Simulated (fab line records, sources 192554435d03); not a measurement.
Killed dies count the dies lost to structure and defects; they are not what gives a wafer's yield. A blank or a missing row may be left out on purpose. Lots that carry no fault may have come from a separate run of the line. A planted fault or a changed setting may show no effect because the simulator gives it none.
3 desks looking at one fault :: flow n5 finfet :: numbers are kept per desk, each desk with only its own; the story behind them comes last

THE DEFECT DESK
What the inspections along the route counted, lot by lot: means of the sampled wafers that have a number. Any lot whose mean is over 4 standard deviations away from the usual mean is out of limits and marked OUT; that distance is given in the brackets.
Columns: A = raw defect count at N5_BEOL_M2_INSPECT_30, usual 444
lot: L419
first seen here: day 6 22:07
A: 471

lot: L422
first seen here: day 8 00:58
A: 477

lot: L429
first seen here: day 9 13:38
A: 462

lot: L437
first seen here: day 11 14:47
A: 508

lot: L438
first seen here: day 11 16:41
A: 338
Finding of this desk: none of the 5 lots has anything out of limits.

TOOL OWNER'S DESK, rie diel-03
The tool's own readings at N5_BEOL_M2_ETCH_77 (etches underlayer in N2/H2, target depth 6.5 nm, time 5.2 s): means of the sampled wafers that have a number, for each lot that ran on this tool. Any lot whose mean is over 4 standard deviations away from the usual mean is out of limits and marked OUT; that distance is given in the brackets.
Columns: A = drypump motor current A at N5_BEOL_M2_ETCH_77, usual 5.7 A; B = etch rf on time s at N5_BEOL_M2_ETCH_77, usual 5.14 s; C = oes product au at N5_BEOL_M2_ETCH_77, usual 0.68 a.u.; D = rf vpp V at N5_BEOL_M2_ETCH_77, usual 523 V; E = showerhead plenum p Torr at N5_BEOL_M2_ETCH_77, usual 2.52 Torr; F = throttle valve pct at N5_BEOL_M2_ETCH_77, usual 17.81 %
lot: L419
first seen here: day 6 22:14
A: 5.7
B: 4.85
C: 0.75
D: 526
E: 2.61
F: 17.60

lot: L429
first seen here: day 9 13:42
A: 5.7
B: 5.95
C: 0.58
D: 522
E: 2.46
F: 17.93
Finding of this desk: none of the 2 lots has anything out of limits.

FROM THE METROLOGY DESK
What the gauges read, lot by lot, whatever tool the lot ran on: means of the sampled wafers that have a number. Any lot whose mean is over 4 standard deviations away from the usual mean is out of limits and marked OUT; that distance is given in the brackets. Shown here are 7 of its 12 readings, the ones lying furthest out on some lot.
Columns: A = cd nm at N5_BEOL_M2_CD_MEAS_28, usual 26.44 nm; B = V1_OVL at N5_BEOL_M2_OVL_MEAS_29, usual 1.0 nm; C = ION_N at N5_BEOL_M4_RC_MEAS_101, usual 667 uA/um; D = ION_P at N5_BEOL_M4_RC_MEAS_101, usual 460 uA/um; E = SS_N at N5_BEOL_M4_RC_MEAS_101, usual 71.2 mV/dec; F = VT_N at N5_BEOL_M4_RC_MEAS_101, usual 252 mV; G = VT_P at N5_BEOL_M4_RC_MEAS_101, usual -251 mV
lot: L419
first seen here: day 6 22:02
A: 26.27
B: 1.3
C: 683
D: 476
E: 70.9
F: 249
G: -247

lot: L422
first seen here: day 8 00:53
A: 26.13
B: 1.5
C: 689
D: 472
E: 70.7
F: 248
G: -249

lot: L429
first seen here: day 9 13:33
A: 26.44
B: 2.0
C: 646
D: 450
E: 71.3
F: 254
G: -252

lot: L437
first seen here: day 11 14:41
A: 26.45
B: 0.7
C: 662
D: 456
E: 70.6
F: 256
G: -253

lot: L438
first seen here: day 11 16:36
A: 26.57
B: 0.1
C: 667
D: 461
E: 71.3
F: 254
G: -253
Finding of this desk: none of the 5 lots has anything out of limits.

PUT TOGETHER
Nothing out of limits was seen by the defect desk.
The tool owner's desk saw nothing out of limits.
The metrology desk saw nothing out of limits.

WHAT WAS PUT IN BY THE SIMULATOR
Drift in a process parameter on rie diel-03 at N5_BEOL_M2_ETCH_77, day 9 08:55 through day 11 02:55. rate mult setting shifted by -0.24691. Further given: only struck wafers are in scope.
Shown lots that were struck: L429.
